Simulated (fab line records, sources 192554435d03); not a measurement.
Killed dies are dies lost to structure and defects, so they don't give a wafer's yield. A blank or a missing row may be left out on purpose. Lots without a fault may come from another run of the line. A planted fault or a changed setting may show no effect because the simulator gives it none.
Chamber matching | flow n5_finfet | N5_BEOL_M10_ETCH_65 on rie_diel-01: 4 sister chambers
The step etches SiARC in CF4, target depth 39 nm, time 65 s. 14 wafers are shown with their chamber, then 7 later ones without.

WAFERS WITH THEIR CHAMBER
wafer  | chamber | throttle_valve_pct (%) | showerhead_plenum_p_Torr (Torr) | drypump_motor_current_A (A)
L079.4 | 2       | 16.12                  | 2.12                            | 5.64
L079.5 | 1       | 15.73                  | 2.23                            | 5.56
L079.6 | 2       | 16.10                  | 2.12                            | 5.63
L084.1 | 1       | 15.74                  | 2.23                            | 5.56
L084.2 | 0       | 15.70                  | 2.06                            | 5.71
L084.3 | 2       | 16.14                  | 2.11                            | 5.62
L084.4 | 3       | 15.32                  | 2.10                            | 5.85
L084.5 | 1       | 15.76                  | 2.23                            | 5.57
L084.6 | 2       | 16.13                  | 2.11                            | 5.63
L090.3 | 2       | 16.15                  | 2.11                            | 5.64
L090.4 | 3       | 15.32                  | 2.10                            | 5.84
L090.6 | 1       | 15.74                  | 2.22                            | 5.55
L088.2 | 0       | 15.72                  | 2.06                            | 5.73
L088.5 | 0       | 15.73                  | 2.06                            | 5.77

SIGNATURES (means of the wafers above)
reading                  | chamber 0 | chamber 1 | chamber 2 | chamber 3 | scatter within a chamber
throttle_valve_pct       | 15.7167   | 15.7425   | 16.1280   | 15.3200   | 0.0156
showerhead_plenum_p_Torr | 2.0600    | 2.2275    | 2.1140    | 2.1000    | 0.00442
drypump_motor_current_A  | 5.7367    | 5.5600    | 5.6320    | 5.8450    | 0.0155
Rule: a wafer's distance from a chamber is the root of the sum, over the readings, of the square of ((its reading less the chamber's mean) divided by the reading's scatter). The wafer belongs to the nearest chamber; if the next one is less than 2 further off, it can't be placed. The scatter: the root of (the sum of the squares of (reading less its chamber's mean) over the shown wafers, divided by (wafers less chambers)).

WAFERS WITHOUT THEIR CHAMBER
wafer  | throttle_valve_pct (%) | showerhead_plenum_p_Torr (Torr) | drypump_motor_current_A (A)
L088.6 | 15.36                  | 2.10                            | 5.85
L096.1 | 16.17                  | 2.11                            | 5.63
L096.2 | 15.35                  | 2.09                            | 5.85
L096.5 | 15.78                  | 2.22                            | 5.51
L095.1 | 15.79                  | 2.22                            | 5.55
L095.2 | 15.76                  | 2.05                            | 5.73
L095.6 | 15.75                  | 2.05                            | 5.76

WHICH CHAMBER EACH WENT THROUGH
wafer  | from the rows above | in truth
L088.6 | 3                   | 3
L096.1 | 2                   | 2
L096.2 | 3                   | 3
L096.5 | 1                   | 1
L095.1 | 1                   | 1
L095.2 | 0                   | 0
L095.6 | 0                   | 0
Placed correctly: 7 of 7. Can't be placed from these rows: 0. Placed wrongly: 0.
